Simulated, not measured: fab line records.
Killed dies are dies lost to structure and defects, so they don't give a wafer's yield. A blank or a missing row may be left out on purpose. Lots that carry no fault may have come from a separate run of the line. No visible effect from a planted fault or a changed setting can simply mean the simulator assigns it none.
Matching of chambers | flow n5 finfet | N5_BEOL_M13_DEP_53 on pecvd-04: 3 sister chambers
The step deposits SiCN from 3MS/NH3, target thk 50 nm, time 17.8 s. 3 wafers are shown with their chamber, then 10 later ones without.

## WAFERS, EACH WITH ITS CHAMBER
wafer  | chamber | showerhead plenum p Torr (Torr)
L091.2 | 1       | 4.122
L091.4 | 0       | 4.148
L091.5 | 2       | 4.166

## WAFERS WHOSE CHAMBER IS MISSING
wafer  | showerhead plenum p Torr (Torr)
L091.6 | 4.115
L087.1 | 4.163
L087.2 | 4.132
L087.3 | 4.130
L087.4 | 4.109
L087.5 | 4.145
L087.6 | 4.152
L088.1 | 4.118
L088.5 | 4.123
L088.6 | 4.148

## WHICH CHAMBER EACH ONE RAN IN
wafer  | from the rows above     | in truth
L091.6 | 1                       | 1
L087.1 | can't be placed: 2 or 0 | 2
L087.2 | can't be placed: 1 or 0 | 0
L087.3 | can't be placed: 1 or 0 | 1
L087.4 | 1                       | 1
L087.5 | 0                       | 0
L087.6 | can't be placed: 0 or 2 | 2
L088.1 | 1                       | 1
L088.5 | 1                       | 1
L088.6 | 0                       | 0
6 of 10 placed correctly. These rows do not allow placing 4 (true chamber among the candidates in 4). Number placed wrongly: 0.
How it was worked out, from the rows above alone: a wafer's distance from a chamber is the root of the sum, over the readings, of the square of ((its reading less the chamber's mean) divided by the reading's scatter). If the next closest chamber is less than 2 further off than the closest, the wafer can't be placed; otherwise it belongs to the closest. The mean given for a chamber averages the wafers shown for that chamber. The scatter: root of mean squared gap, hidden wafer to nearest shown wafer, with one shown wafer a chamber.
